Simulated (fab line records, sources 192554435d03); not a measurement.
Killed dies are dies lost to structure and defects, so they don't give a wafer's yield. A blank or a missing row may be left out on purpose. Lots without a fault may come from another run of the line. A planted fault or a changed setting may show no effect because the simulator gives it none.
Split-lot experiment | flow n5_finfet | 4 lots, 21 wafers read, on a route of 1938 steps

THE SPLIT
At N5_BEOL_M6_ETCH_66 (etches SOC in N2/H2, target depth 80 nm, overetch 16 nm, time 120 s), the setting source_w was moved away from the recipe's 840 W on 6 of the 21 wafers read, by -16.2% to -5.4%. The other wafers ran this setting at the recipe's value.

The reading is taken at the split's own step.

THE READING
rf_vpp_V, in V, at N5_BEOL_M6_ETCH_66 (etches SOC in N2/H2, target depth 80 nm, overetch 16 nm, time 120 s). Fault-free wafers of this fab line usually give 524.9 V, standard deviation 2 V.

wafer  | tool, chamber at the split | source_w as run, W | against the recipe | rf_vpp_V, V | against lot-mates on the recipe
L077.1 | rie_diel-02, 1             | 840                | recipe             | 525.2       | -
L077.2 | rie_diel-02, 2             | 840                | recipe             | 524.9       | -
L077.3 | rie_diel-02, 0             | 840                | recipe             | 524.3       | -
L077.4 | rie_diel-02, 3             | 840                | recipe             | 525.5       | -
L077.5 | rie_diel-02, 1             | 840                | recipe             | 526.2       | -
L077.6 | rie_diel-02, 0             | 840                | recipe             | 523.7       | -
L084.1 | rie_diel-06, 2             | 703.7              | -16.2%             | 553.6       | +30.1
L084.2 | rie_diel-06, 1             | 703.7              | -16.2%             | 556.4       | +32.9
L084.3 | rie_diel-06, 3             | 840                | recipe             | 522.8       | -
L084.4 | rie_diel-06, 0             | 840                | recipe             | 522.8       | -
L084.5 | rie_diel-06, 1             | 840                | recipe             | 525.0       | -
L084.6 | rie_diel-06, 0             | 703.7              | -16.2%             | 553.2       | +29.7
L083.4 | rie_diel-06, 2             | 840                | recipe             | 522.4       | -
L083.5 | rie_diel-06, 1             | 840                | recipe             | 524.9       | -
L083.6 | rie_diel-06, 2             | 840                | recipe             | 521.7       | -
L089.1 | rie_diel-01, 3             | 794.9              | -5.4%              | 538.0       | +12.7
L089.2 | rie_diel-01, 1             | 840                | recipe             | 522.8       | -
L089.3 | rie_diel-01, 2             | 840                | recipe             | 524.9       | -
L089.4 | rie_diel-01, 0             | 794.9              | -5.4%              | 536.9       | +11.6
L089.5 | rie_diel-01, 1             | 794.9              | -5.4%              | 532.1       | +6.8
L089.6 | rie_diel-01, 0             | 840                | recipe             | 528.3       | -

THE FIT
A straight line over all 21 wafers: rf_vpp_V changes by -1.87 V for each +1% of source_w; r = -0.99; the points scatter about the line by 1.9 V.
The same after taking each lot's own level away (the mean of its wafers on the recipe; 21 wafers): -1.9 V for each +1%; r = -0.99; scatter 1.7 V.
On that fit, the largest move of source_w shifts the reading by 31 V.
The lots' own levels span 523.00 to 525.33 V, that is 1.2 times the standard deviation above.
So the lot-to-lot level changes the slope little: the two slopes agree.
Check: with one of the wafers moved furthest among these (-16.2%) left out of the fit, the line predicts +31.3 V for it against its lot-mates. It came out at +30.1 V against them.
Tool readings at the split's step, against how far the setting was moved: rf_vpp_V r = -0.99.

OTHER SPLITS ON THESE WAFERS
These wafers also went through other splits before the reading. Each is held against what the fit with the lots' levels taken away leaves over:
other split on the same wafers        | wafers away from the commonest value | r with rf_vpp_V (lot level and that fit taken away)
N5_MOL_CONTACT_COAG_EXPOSE_37 dose_mj | 9                                    | -0.04
N5_BEOL_M0_SAQP_PECVD_96 time_s       | 9                                    | -0.19
N5_BEOL_M0_ETCH_138 source_w          | 6                                    | +0.05
N5_BEOL_M1_COAT_05 spin_rpm           | 6                                    | +0.09
N5_BEOL_M1_ETCH_64 source_w           | 9                                    | +0.01
N5_BEOL_M2_DESCUM_16 time_s           | 6                                    | +0.06
N5_BEOL_M4_COAT_73 spin_rpm           | 9                                    | +0.04
N5_BEOL_M4_EXPOSE_25 dose_mj          | 6                                    | +0.24
N5_BEOL_M4_ETCH_70 source_w           | 6                                    | -0.18

THE FILE'S OWN FIT
rf_vpp_V changes by -1.91 V for each +1% of source_w, r = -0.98.
